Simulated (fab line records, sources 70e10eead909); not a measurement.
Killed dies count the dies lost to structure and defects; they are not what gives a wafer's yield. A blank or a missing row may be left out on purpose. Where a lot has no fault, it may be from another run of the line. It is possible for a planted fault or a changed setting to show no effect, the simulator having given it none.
Which tool is to blame?    flow nand harc    Sampling: 13 lots, 37 wafers, 5 of 1159 route steps

## WHAT EACH GAUGE READ, for each wafer
NHARC_END_SORT_01. Usual: killed at array 26, standard deviation 9.6; killed at other 0.7, standard deviation 0.92; killed at periphery 3.8, standard deviation 2.7; killed dies 31, standard deviation 10; killed open 3.3, standard deviation 1.7; killed short 1.8, standard deviation 1.3.
lot   measured      on         killed at array  killed at other  killed at periphery  killed dies  killed open  killed short  flag
L616  day 21 07:43  prober-02  27 347           0 0              3 2                  30 349       0 2          1 1           OFF
L618  day 22 01:46  prober-02  18 361           1 0              2 1                  21 362       2 3          4 2           OFF

## WHICH TOOL RAN EACH LOT (tool, then ch and the chambers of the sampled wafers, then the start)
lot   NHARC_A_STAIRCASE_DESCUM_219        NHARC_A_STAIRCASE_ETCH_221          NHARC_A_STAIRCASE_ETCH_223                     NHARC_A_STAIRCASE_TRIM_229
L607  rie diel-02 ch 0,2, day 11 07:00    rie diel-02 ch 0,1,2, day 11 07:25  rie diel-02 ch 0,2, day 11 08:25 or earlier    rie diel-02 ch 1,3, day 11 08:25
L606  rie diel-02 ch 0,1,3, day 11 14:02  rie diel-02 ch 0,1,2, day 11 14:31  rie diel-02 ch 0,1,3, day 11 15:32 or earlier  rie diel-07 ch 0,2,3, day 11 15:32
L610  rie diel-07 ch 0,1,2, day 11 18:41  rie diel-07 ch 1,2,3, day 11 18:56  rie diel-07 ch 0,1,2, day 11 19:58 or earlier  rie diel-07 ch 0,1,2, day 11 19:58
L608  rie diel-06 ch 1,2,3, day 11 19:31  rie diel-06 ch 0,2,3, day 11 19:45  rie diel-06 ch 0,3, day 11 20:45 or earlier    rie diel-06 ch 0,1, day 11 20:45
L611  rie diel-06 ch 2,3, day 12 04:54    rie diel-06 ch 0,2,3, day 12 05:10  rie diel-06 ch 1,2, day 12 06:23 or earlier    rie diel-06 ch 0,3, day 12 06:23
L612  rie diel-06 ch 0,1,2, day 12 17:27  rie diel-06 ch 1,2, day 12 17:41    rie diel-06 ch 1,2,3, day 12 18:34 or earlier  rie diel-06 ch 0,1,2, day 12 18:34
L613  rie diel-07 ch 1,3, day 12 17:44    rie diel-07 ch 1,3, day 12 18:30    rie diel-07 ch 1,2, day 12 20:08 or earlier    rie diel-07 ch 1,2, day 12 20:08
L616  rie diel-07 ch 2,3, day 13 13:58    rie diel-07 ch 1,2, day 13 15:36    rie diel-07 ch 2, day 13 16:32 or earlier      rie diel-06 ch 0,3, day 13 16:32
L618  rie diel-07 ch 0,3, day 14 09:42    rie diel-07 ch 2,3, day 14 09:59    rie diel-07 ch 0,2, day 14 11:05 or earlier    rie diel-06 ch 0,1, day 14 11:05
L627  rie diel-02 ch 0,1,3, day 16 06:54  rie diel-02 ch 0,2,3, day 16 07:08  rie diel-02 ch 1,2,3, day 16 08:00 or earlier  rie diel-06 ch 1,2,3, day 16 08:00
L628  rie diel-02 ch 0,2,3, day 16 08:33  rie diel-02 ch 0,2,3, day 16 08:47  rie diel-02 ch 0,1,2, day 16 09:41 or earlier  rie diel-02 ch 0,1,2, day 16 09:41
L625  rie diel-06 ch 0,1, day 16 09:01    rie diel-06 ch 0,1,2, day 16 09:15  rie diel-06 ch 1,2, day 16 10:09 or earlier    rie diel-06 ch 0,1, day 16 10:09
L629  rie diel-02 ch 0,1,2, day 16 22:31  rie diel-02 ch 2,3, day 16 22:56    rie diel-02 ch 2,3, day 17 00:20 or earlier    rie diel-02 ch 0,2, day 17 00:20
- NHARC_A_STAIRCASE_DESCUM_219: chemistry O2, time 3 s.
- NHARC_A_STAIRCASE_ETCH_221: etches the open film in C4F8/O2, target depth 100 nm, time 40.5 s.
- NHARC_A_STAIRCASE_ETCH_223: etches the open film in C4F8/O2, target depth 100 nm, time 40.5 s.
- NHARC_A_STAIRCASE_TRIM_229: chemistry O2, time 211.2 s.

## WHAT THE TOOLS THEMSELVES READ (means of the sampled wafers that have a number; where no wafer has one, the mark that the record gives instead)
NHARC_A_STAIRCASE_DESCUM_219. Usual: drypump motor current A 5.4 A, standard deviation 0.34; oes product au 1.002 a.u., standard deviation 0.0073; rf vpp V 58.1 V, standard deviation 0.78; showerhead plenum p Torr 1.96 Torr, standard deviation 0.073; throttle valve pct 11.313 %, standard deviation 0.0087.
lot   tool         drypump motor current A (A)  oes product au (a.u.)  rf vpp V (V)  showerhead plenum p Torr (Torr)  throttle valve pct (%)  flag
L607  rie diel-02  5.4                          1.008                  58.3          1.99                             11.309                  
L606  rie diel-02  5.8                          0.997                  58.0          1.88                             11.319                  
L610  rie diel-07  5.6                          1.002                  57.4          1.96                             11.324                  
L608  rie diel-06  5.1                          1.009                  57.4          2.01                             11.315                  
L611  rie diel-06  5.1                          1.010                  57.6          2.05                             11.313                  
L612  rie diel-06  5.2                          1.009                  57.9          2.00                             11.314                  
L613  rie diel-07  5.5                          1.003                  58.0          1.92                             11.315                  
L616  rie diel-07  5.5                          0.995                  58.4          1.94                             11.327                  
L618  rie diel-07  5.6                          1.006                  57.1          1.94                             11.305                  
L627  rie diel-02  5.8                          1.003                  57.7          1.87                             11.310                  
L628  rie diel-02  5.7                          0.992                  58.2          1.95                             11.315                  
L625  rie diel-06  5.1                          0.997                  58.0          1.95                             11.304                  
L629  rie diel-02  5.5                          1.001                  57.6          1.89                             11.314                  

NHARC_A_STAIRCASE_ETCH_221. Usual: oes product au 0.942 a.u., standard deviation 0.014; rf vpp V 899 V, standard deviation 4.6.
lot   tool         oes product au (a.u.)  rf vpp V (V)  flag
L607  rie diel-02  0.922                  896           
L606  rie diel-02  0.921                  895           
L610  rie diel-07  0.954                  898           
L608  rie diel-06  0.959                  904           
L611  rie diel-06  0.939                  904           
L612  rie diel-06  0.947                  902           
L613  rie diel-07  0.926                  897           
L616  rie diel-07  1.006                  898           OFF
L618  rie diel-07  1.011                  896           OFF
L627  rie diel-02  0.943                  899           
L628  rie diel-02  0.955                  898           
L625  rie diel-06  0.949                  900           
L629  rie diel-02  0.934                  901           

NHARC_A_STAIRCASE_ETCH_223. Usual: oes product au 0.943 a.u., standard deviation 0.011; rf vpp V 899 V, standard deviation 4.9.
lot   tool         oes product au (a.u.)  rf vpp V (V)  flag
L607  rie diel-02  0.936                  896           
L606  rie diel-02  0.944                  894           
L610  rie diel-07  0.944                  900           
L608  rie diel-06  0.944                  904           
L611  rie diel-06  0.946                  903           
L612  rie diel-06  0.950                  903           
L613  rie diel-07  0.948                  899           
L616  rie diel-07  0.940                  899           
L618  rie diel-07  0.946                  900           
L627  rie diel-02  0.957                  897           
L628  rie diel-02  0.942                  895           
L625  rie diel-06  0.946                  899           
L629  rie diel-02  0.950                  902           

NHARC_A_STAIRCASE_TRIM_229. Usual: drypump motor current A 5.3 A, standard deviation 0.37; oes product au 1.001 a.u., standard deviation 0.0085; rf vpp V 58.1 V, standard deviation 0.87; showerhead plenum p Torr 3.63 Torr, standard deviation 0.12; throttle valve pct 17.037 %, standard deviation 0.009.
lot   tool         drypump motor current A (A)  oes product au (a.u.)  rf vpp V (V)  showerhead plenum p Torr (Torr)  throttle valve pct (%)  flag
L607  rie diel-02  5.7                          0.995                  57.8          3.45                             17.046                  
L606  rie diel-07  5.6                          0.999                  58.2          3.61                             17.029                  
L610  rie diel-07  5.6                          1.005                  58.6          3.62                             17.034                  
L608  rie diel-06  5.1                          1.003                  57.2          3.66                             17.030                  
L611  rie diel-06  4.9                          0.987                  59.3          3.75                             17.038                  
L612  rie diel-06  5.2                          1.008                  58.2          3.68                             17.034                  
L613  rie diel-07  5.6                          1.008                  58.5          3.58                             17.040                  
L616  rie diel-06  4.8                          0.996                  57.9          3.73                             17.034                  
L618  rie diel-06  5.2                          1.014                  57.6          3.62                             17.044                  
L627  rie diel-06  5.1                          1.000                  58.4          3.68                             17.041                  
L628  rie diel-02  5.5                          1.006                  58.0          3.50                             17.034                  
L625  rie diel-06  5.1                          1.001                  58.2          3.64                             17.031                  
L629  rie diel-02  5.4                          0.999                  58.1          3.64                             17.038                  

## THE ANSWER, worked out from the rows above alone
Rule: take the mean of a lot's wafers that have a number; if it is more than 3 standard deviations from the usual mean, the lot is off. A lot without any number at a reading at which 4 lots or more have one is off too. The other lots that the step has rows for count as sound. Order of review: gauges by route order, followed by the tools' own readings, for which a lot's mean as printed above is used. At the first step where some lot is off, the reading lying furthest off is the one used; lots without a number count as furthest.
Off, at NHARC_END_SORT_01 on killed at array: L616, L618. Neither off nor sound, because the step has no rows for them: L607, L606, L610, L608, L611, L612, L613, L627, L628, L625, L629.
If a tool, at a process step before that reading, ran all the lots that are off and no sound lot after the first of them, it fits. Not tried: the gauges at NHARC_END_SORT_01; whatever is off there is also off at NHARC_A_STAIRCASE_ETCH_221, on other tools, and gauge error can't account for it. NHARC_A_STAIRCASE_ETCH_223: start missing for some lots; hours and lot order therefore follow NHARC_A_STAIRCASE_TRIM_229. This does not decide it: 2 tools fit, namely rie diel-07 at NHARC_A_STAIRCASE_DESCUM_219 and NHARC_A_STAIRCASE_ETCH_221 and NHARC_A_STAIRCASE_ETCH_223 and rie diel-06 at NHARC_A_STAIRCASE_TRIM_229.

## WHAT THE SIMULATOR PUT IN
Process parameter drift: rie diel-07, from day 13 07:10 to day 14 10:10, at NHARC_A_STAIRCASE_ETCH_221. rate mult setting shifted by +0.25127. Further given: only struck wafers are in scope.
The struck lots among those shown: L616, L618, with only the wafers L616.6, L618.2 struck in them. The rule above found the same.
